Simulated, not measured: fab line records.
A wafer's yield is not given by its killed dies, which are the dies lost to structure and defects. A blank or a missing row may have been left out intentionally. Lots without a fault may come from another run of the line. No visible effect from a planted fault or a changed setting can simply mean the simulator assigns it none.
fab line records | flow n5-finfet
[record] lots = 7 wafers = 39
route steps=1938 shown GATE_CUT@477 MOL_CONTACT_COAG@610
start-h: start of the lot's first displayed wafer, in hours after the record's first day | wait-h: hours elapsed since this lot's preceding step | " the same as in the row above | L1.1+2: several wafers, shown together as one row | - no value, or no start was given | * or withheld: withheld | < > ~ a bound
route shown NAME@n: NAME is a module with steps in the file, n the number in the route of the first one | usual: the fault-free wafers' mean and standard deviation | same: alike in all rows | chamber/n: place in a boat | sites: readings site by site | _std_site: standard deviation of those values | _edge_site: the outer-site mean with the inner-site mean subtracted | radius-mm: for every site, how far away it sits from the centre of the wafer | mask NAME#n: copy n | behind: tool/chamber where the wafer was last shaped | hold: the reason the lot was held/the length of the hold in hours/how it ended | device: names the non-switching transistor (n, p or np) | end of line: at the end of the route, the tests of the same wafers | a step without rows: its recipe alone | killed: the dies lost at the first sort to structure and to defects; this is not the yield of the wafer | map: a wafer's dies, marking killed ones x, the rest . and places with no die _
set.NAME: the setting that was run; set.NAME@STEP: the one run at that earlier step | model.NAME: the simulator's own value behind a step, which no gauge read
one table per step and one row per wafer, for lots whose settings were changed on purpose
[[steps]]
[step N5_GATE_CUT_HM_DEP_46]
[recipe] material = SiO2 target-thk-a = 1300 temp-c = 400 precursor = TEOS/O2 pressure-torr = 6.5 rf-w = 900 teos-flow-sccm = 161.4 gas = O2 flow-sccm = 2650 time-s = 26.6
// columns lot.wafer tool chamber start-h wait-h set.time-s model.SiO2_of_GATE_CUT_HM_DEP_46.thk-nm
L076.1 pecvd-01 2 95.12 0.0 26.6 128.6
L076.2 " 0 " " 26.6 128.4
L076.3 " 1 " " 26.6 129.6
L076.4 " 1 " " 26.6 129
L076.5 " 0 " " 26.6 131.2
L076.6 " 2 " " 26.6 131
L085.1 pecvd-01 2 153.05 0.0 26.6 127
L085.2 " 1 " " 26.6 127.6
L085.3 " 0 " " 24.26 116.2
L085.4 " 0 " " 24.26 119.2
L085.5 " 1 " " 26.6 129
L085.6 " 2 " " 24.26 118.8
L086.1 pecvd-01 0 160.33 0.0 26.6 127.2
L086.2 " 2 " " 28.43 136
L086.3 " 1 " " 28.43 135.6
L086.4 " 2 " " 28.43 139.8
L086.5 " 0 " " 26.6 129.6
L086.6 " 1 " " 26.6 130
L089.1 pecvd-02 1 173.96 0.0 26.6 128.8
L089.2 " 0 " " 29.57 142.8
L089.3 " 2 " " 29.57 140
L089.4 " 1 " " 26.6 132.4
L089.5 " 0 " " 29.57 146.8
L089.6 " 2 " " 26.6 130
L090.1 pecvd-02 1 180.02 0.0 26.6 129.6
L090.2 " 0 " " 26.6 129
L090.3 " 2 " " 26.6 127.4
L090.4 " 0 " " 22.83 114.4
L090.5 " 1 " " 22.83 114.6
L090.6 " 2 " " 22.83 112.6
L094.1 pecvd-02 0 203.65 0.0 28.41 137.6
L094.2 " 1 " " 28.41 138.4
L094.3 " 0 " " 28.41 140.4
L094.4 " 1 " " 26.6 131.4
L094.5 " 1 " " 26.6 132.4
L094.6 " 0 " " 26.6 132.2
L095.1 pecvd-01 2 210.93 0.0 26.6 129.6
L095.2 " 1 " " 26.6 128.8
L095.5 " 0 " " 26.6 131
[step N5_GATE_CUT_COAT_34]
[recipe] resist = SOC temp-c = 250 time-s = 60 spin-rpm = 1500 resist-thk-nm = 60
[step N5_GATE_CUT_COAT_35]
[recipe] resist = SiARC temp-c = 220 time-s = 60 spin-rpm = 1500 resist-thk-nm = 10
[step N5_GATE_CUT_STRIP_38]
[recipe] chemistry = N2/H2 temp-c = 40 n2-flow-sccm = 200 h2-flow-sccm = 200 rf-frequency-hz = 6e+07
[step N5_GATE_CUT_STRIP_39]
[recipe] chemistry = N2/H2 temp-c = 40 n2-flow-sccm = 200 h2-flow-sccm = 200 rf-frequency-hz = 6e+07
[step N5_GATE_CUT_HM_OPEN_40]
[recipe] chemistry = C4F6/O2 target = SiO2 mask-material = SiARC target-depth-a = 1390 time-s = 85.1 ion-energy-ev = 250 pressure-mtorr = 30 source-w = 345 bias-w = 185 Ar_flow_sccm = 300 C4F6_flow_sccm = 10 O2_flow_sccm = 10 ends = cleared
[usual] etch-rf-on-time-s = 93.3/1.8
// columns lot.wafer tool chamber start-h wait-h set.time-s@GATE_CUT_HM_DEP_46 etch-rf-on-time-s model.etch.depth-nm model.SOC_of_GATE_CUT_COAT_34.thk-nm
L076.1 rie-diel-06 2 95.87 0.0 26.6 92.2 128.6 33.2
L076.2 " 1 " " 26.6 92.9 128.3 33
L076.3 " 0 " " 26.6 90.8 129.6 32.8
L076.4 " 3 " " 26.6 93.8 129 33
L076.5 " 3 " " 26.6 94.9 131.3 32.6
L076.6 " 0 " " 26.6 91.8 131 32.4
L085.1 rie-diel-06 3 153.78 0.0 26.6 93.4 127 33.6
L085.2 " 2 " " 26.6 90.6 127.6 33
L085.3 " 0 " " 24.26 82.2 116.2 35.6
L085.4 " 1 " " 24.26 88.1 119.1 34.8
L085.5 " 1 " " 26.6 95.4 129 32.8
L085.6 " 0 " " 24.26 84.6 118.8 34.8
L086.1 rie-diel-04 2 161.12 0.0 26.6 91.4 127.1 33.4
L086.2 " 3 " " 28.43 96.3 136 31.6
L086.3 " 1 " " 28.43 95.4 135.7 31.4
L086.4 " 0 " " 28.43 99.8 139.7 30.8
L086.5 " 0 " " 26.6 92.9 129.6 32.8
L086.6 " 1 " " 26.6 90.9 130 32.6
L089.1 rie-diel-04 2 174.83 0.0 26.6 92.3 128.9 32.8
L089.2 " 3 " " 29.57 101.8 142.8 30.2
L089.3 " 0 " " 29.57 100.2 140 30.6
L089.4 " 1 " " 26.6 93.9 132.4 32
L089.5 " 1 " " 29.57 103.9 146.8 29
L089.6 " 2 " " 26.6 94.1 130 32.6
L090.1 rie-diel-06 2 180.64 0.0 26.6 91.9 129.6 32.6
L090.2 " 3 " " 26.6 93.8 129.1 33
L090.3 " 1 " " 26.6 93.3 127.4 32.8
L090.4 " 0 " " 22.83 81.2 114.4 35.8
L090.5 " 2 " " 22.83 81.0 114.5 36
L090.6 " 1 " " 22.83 82.4 112.7 36.2
L094.1 rie-diel-06 0 204.45 0.0 28.41 97.4 137.7 30.8
L094.2 " 2 " " 28.41 97.4 138.5 31
L094.3 " 1 " " 28.41 102.4 140.5 30.4
L094.4 " 3 " " 26.6 95.8 131.5 32.4
L094.5 " 0 " " 26.6 93.9 132.4 32
L094.6 " 1 " " 26.6 96.9 132.2 32
L095.1 rie-diel-04 0 211.55 0.0 26.6 93.2 129.6 32.8
L095.2 " 3 " " 26.6 91.9 128.8 33
L095.5 " 1 " " 26.6 92.7 131 32.2
[step N5_GATE_CUT_STRIP_41]
[recipe] chemistry = CF4 resist = SiARC power-w = 300 bias-power-w = 75 pressure-mtorr = 50 cf4-flow-sccm = 150 rf-frequency-hz = 6e+07
[step N5_GATE_CUT_STRIP_42]
[recipe] chemistry = O2 power-w = 400 temp-c = 40 pressure-mtorr = 30 rf-frequency-hz = 6e+07 bias-power-w = 0 overash-fraction = 0.3 o2-flow-sccm = 225
[step N5_GATE_CUT_ALD_22]
[recipe] material = SiNx target-thk-a = 160 temp-c = 400 ald-precursor-family = SiH2I2 ald-co-reactant = N2/H2-plasma pulse-time-s = 1 ald-cycles = 320 purge-time-s = 2 co-reactant-purge-time-s = 2 pressure-torr = 2
[step N5_GATE_CUT_CMP_23]
[recipe] stop-on = SiO2 t-overpolish-s = 23.4 post-cmp-clean = alkaline-brush down-force-psi = 2.5 platen-rpm = 51.8 pad-velocity-m-s = 1.0307 target-thk-nm = 16
[step N5_GATE_CUT_THK_MEAS_24]
[recipe] reads = SiO2_of_GATE_CUT_HM_DEP_46+SiO2_flowable_of_ILD0_FCVD_FILL_01
[usual] GC_FILL_THK = 220.1/1.7
// columns lot.wafer tool chamber start-h wait-h set.time-s@GATE_CUT_HM_DEP_46 GC_FILL_THK[nm]
L076.1 film-metro-02 - 98.33 - 26.6 218.5
L076.2 " - " " 26.6 218.1
L076.3 " - " " 26.6 220.6
L076.4 " - " " 26.6 218.5
L076.5 " - " " 26.6 222.1
L076.6 " - " " 26.6 220.4
L085.1 film-metro-01 - 156.38 - 26.6 217.1
L085.2 " - " " 26.6 218.0
L085.3 " - " " 24.26 206.6
L085.4 " - " " 24.26 209.5
L085.5 " - " " 26.6 219.1
L085.6 " - " " 24.26 209.3
L086.1 film-metro-02 - 163.57 - 26.6 218.0
L086.2 " - " " 28.43 227.1
L086.3 " - " " 28.43 225.6
L086.4 " - " " 28.43 230.9
L086.5 " - " " 26.6 220.1
L086.6 " - " " 26.6 221.2
L089.1 film-metro-02 - 177.56 - 26.6 220.1
L089.2 " - " " 29.57 234.0
L089.3 " - " " 29.57 230.4
L089.4 " - " " 26.6 223.8
L089.5 " - " " 29.57 237.4
L089.6 " - " " 26.6 220.7
L090.1 film-metro-02 - 183.10 - 26.6 219.6
L090.2 " - " " 26.6 219.7
L090.3 " - " " 26.6 218.4
L090.4 " - " " 22.83 205.2
L090.5 " - " " 22.83 205.3
L090.6 " - " " 22.83 203.8
L094.1 film-metro-01 - 206.93 - 28.41 227.1
L094.2 " - " " 28.41 227.8
L094.3 " - " " 28.41 231.5
L094.4 " - " " 26.6 220.2
L094.5 " - " " 26.6 221.9
L094.6 " - " " 26.6 221.7
L095.1 film-metro-02 - 214.02 - 26.6 219.6
L095.2 " - " " 26.6 218.8
L095.5 " - " " 26.6 220.9
[step N5_GATE_CUT_CMP_43]
[recipe] material = SiO2 post-cmp-clean = rinse-only
// columns lot.wafer tool chamber start-h wait-h set.time-s@GATE_CUT_HM_DEP_46 model.SiO2_of_GATE_CUT_HM_DEP_46.thk-nm
L076.2+3+4+1+6+5 cmp-01 1,2,3,0,1,2 98.36 0.0 26.6 5
L085.3+4+6 cmp-04 1,0,2 156.41 0.0 24.26 4.4
L085.2+1 " 2,3 " " 26.6 4.8
L085.5 " 1 " " 26.6 5
L086.2+3 cmp-01 2,1 163.60 0.0 28.43 5.2
L086.1 " 3 " " 26.6 4.8
L086.4 " 0 " " 28.43 5.4
L086.5+6 " 2,3 " " 26.6 5
L089.2 cmp-01 2 177.59 0.0 29.57 5.6
L089.3 " 3 " " 29.57 5.4
L089.1+6 " 0,3 " " 26.6 5
L089.4 " 1 " " 26.6 5.2
L089.5 " 2 " " 29.57 5.8
L090.3 cmp-01 2 183.13 0.0 26.6 4.8
L090.1+2 " 3,1 " " 26.6 5
L090.4+6+5 " 0,2,3 " " 22.83 4.2
L094.3 cmp-04 0 206.96 0.0 28.41 5.6
L094.1+2 " 1,2 " " 28.41 5.4
L094.4 " 3 " " 26.6 5
L094.6+5 " 0,1 " " 26.6 5.2
L095.2+1+5 cmp-04 1,3,2 214.05 0.0 26.6 5
[step N5_MOL_CONTACT_COAG_ETCH_67]
[recipe] chemistry = N2/H2 target = SOC target-depth-a = 600 overetch-a = 210 mask-material = SiARC temp-c = 40 time-s = 101.2 ion-energy-ev = 200 pressure-mtorr = 30 source-w = 840 bias-w = 150 n2-flow-sccm = 200 h2-flow-sccm = 200
// columns lot.wafer tool chamber start-h wait-h set.target-depth-a model.SiARC_of_MOL_CONTACT_COAG_COAT_63.thk-nm
L076.1+2+6 rie-diel-02 0,2,2 110.91 0.0 600 5.8
L076.3 " 1 " " 655.8 5.6
L076.4+5 " 3 " " 655.8 5.4
L085.1+3 rie-diel-03 1,2 171.40 0.0 575.3 6
L085.2 " 0 " " 575.3 5.8
L085.4+5+6 " 3,1,0 " " 600 5.8
L086.1+2+5 rie-diel-03 2,1,0 175.93 0.0 600 5.8
L086.3+4+6 " 0,3,3 " " 534.3 6.2
L089.1+2+3 rie-diel-03 2,1,3 192.92 0.0 528.5 6.2
L089.4+5+6 " 0,2,1 " " 600 5.8
L090.1+2+5 rie-diel-05 3,1,2 198.00 0.0 600 5.8
L090.3+6 " 0,3 " " 579.4 5.8
L090.4 " 2 " " 579.4 6
L094.1+3+6 rie-diel-05 1,2,2 218.97 0.0 600 5.8
L094.2+4+5 " 3,3,1 " " 649.8 5.6
L095.1+2+5 rie-diel-03 1,0,1 227.31 0.0 600 5.8
[[key]]
[split] step = N5_GATE_CUT_HM_DEP_46 setting = time-s stated = 26.6 by = wafer
[response] step = N5_GATE_CUT_HM_DEP_46 reading = model.SiO2_of_GATE_CUT_HM_DEP_46.thk-nm change = +1.09 per = 1% r = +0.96
[response] step = N5_GATE_CUT_HM_OPEN_40 reading = etch-rf-on-time-s change = * per = 1% r = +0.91
[response] step = N5_GATE_CUT_HM_OPEN_40 reading = model.etch.depth-nm change = +1.09 per = 1% r = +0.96
[response] step = N5_GATE_CUT_HM_OPEN_40 reading = model.SOC_of_GATE_CUT_COAT_34.thk-nm change = -0.225 per = 1% r = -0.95
[response] step = N5_GATE_CUT_THK_MEAS_24 reading = GC_FILL_THK change = +1.08 per = 1% r = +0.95
[response] step = N5_GATE_CUT_CMP_43 reading = model.SiO2_of_GATE_CUT_HM_DEP_46.thk-nm change = +0.0504 per = 1% r = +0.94
[split] step = N5_MOL_CONTACT_COAG_ETCH_67 setting = target-depth-a stated = 600 by = wafer
[response] step = N5_MOL_CONTACT_COAG_ETCH_67 reading = model.SiARC_of_MOL_CONTACT_COAG_COAT_63.thk-nm change = -0.0329 per = 1% r = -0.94
